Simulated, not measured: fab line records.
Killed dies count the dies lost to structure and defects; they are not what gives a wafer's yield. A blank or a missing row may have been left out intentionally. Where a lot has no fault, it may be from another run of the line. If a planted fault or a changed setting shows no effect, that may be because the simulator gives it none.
A struck lot beside a sound one :: flow nand-harc :: 13 out of 1302 route steps
Sound: these wafers, L223.1, L223.3, L223.4. Struck: wafers L233.1, L233.4 (left out: L233.2, a lot-mate that was not struck); the cause follows at the end.
Per side, at each step with rows, come the tool, then ch with its chambers, and then its first start. Under that, the readings that differ: sound wafers :: struck wafers :: difference of the means :: sigmas: that difference in standard deviations of wafers without a fault.
alike: readings whose means differ by less than 2 such deviations, and words and numbers that are the same on both sides. not compared: withheld readings, readings that some wafer has no value for, bounds like >300 that may hide the same value, and numbers for which the record gives no deviation and whose values overlap.
The two part at a step that has a row with sigmas, a row that says differs or no value, or rows on one side only. Numbers that don't overlap but have no deviation are shown without sigmas and don't part them. Lack of a reading on every wafer of one side parts them only where that side has two or more wafers.

first, 2 steps without rows for these wafers: NHARC_A_ONON_D1_ANNEAL_15 (time 3600 s); NHARC_A_ONON_D1_DEP_16 (target thk 1000 nm).
NHARC_A_ONON_D1_THK_MEAS_18: measures by ellipsometry.
  sound: film-metro-01 at day 8 09:52; struck: film-metro-01 at day 12 19:09
reading: thk-nm (nm)
sound: 997 998 997
struck: 1015 1014
difference: +17
sigmas: +2
then, no rows for these wafers at 1 step: NHARC_A_ONON_D1_DEP_19 (target thk 1000 nm).
NHARC_A_ONON_D1_THK_MEAS_21: measures by ellipsometry.
  sound: film-metro-01 at day 8 10:26; struck: film-metro-02 at day 12 19:43
  alike: thk-nm
then, no rows for these wafers at 1 step: NHARC_A_ONON_D1_DEP_22 (target thk 1000 nm).
NHARC_A_ONON_D1_THK_MEAS_24: measures by ellipsometry.
  sound: film-metro-02 at day 8 11:02; struck: film-metro-01 at day 12 20:19
  alike: thk-nm
then, no rows for these wafers at 1 step: NHARC_A_ONON_D1_DEP_25 (target thk 1000 nm).
NHARC_A_ONON_D1_THK_MEAS_27: measures by ellipsometry.
  sound: film-metro-01 at day 8 11:35; struck: film-metro-02 at day 12 20:52
  alike: thk-nm
then, no rows for these wafers at 1 step: NHARC_A_ONON_D1_DEP_28 (target thk 1000 nm).
NHARC_A_ONON_D1_THK_MEAS_30: measures by ellipsometry.
  sound: film-metro-01 at day 8 12:10; struck: film-metro-02 at day 12 21:27
  alike: thk-nm
NHARC_A_ONON_D1_DEP_33: deposits SiO2, target thk 200 nm.
  sound on pecvd-03 ch 0,1, day 8 12:16; struck on pecvd-03 ch 0, day 12 21:33
reading: mfc-precursor-sccm (sccm)
sound: 161.6 161.4 162.0
struck: 149.2 148.7
difference: -12.7
sigmas: -26
  alike: heater-power-w, rf-fwd-power-W, throttle-valve-pct
  not compared: since-wet-clean-h
NHARC_A_ONON_D1_THK_MEAS_34: measures by ellipsometry.
  sound: film-metro-02 at day 8 12:38; struck: film-metro-01 at day 12 21:55
reading: thk-nm (nm)
sound: 194.5 197.1 196.2
struck: 180.2 184.8
difference: -13.4
sigmas: -4

WHERE THEY PART
First at NHARC_A_ONON_D1_THK_MEAS_18; last, within this record, at NHARC_A_ONON_D1_THK_MEAS_34.

WHY: what had been put in by the simulator
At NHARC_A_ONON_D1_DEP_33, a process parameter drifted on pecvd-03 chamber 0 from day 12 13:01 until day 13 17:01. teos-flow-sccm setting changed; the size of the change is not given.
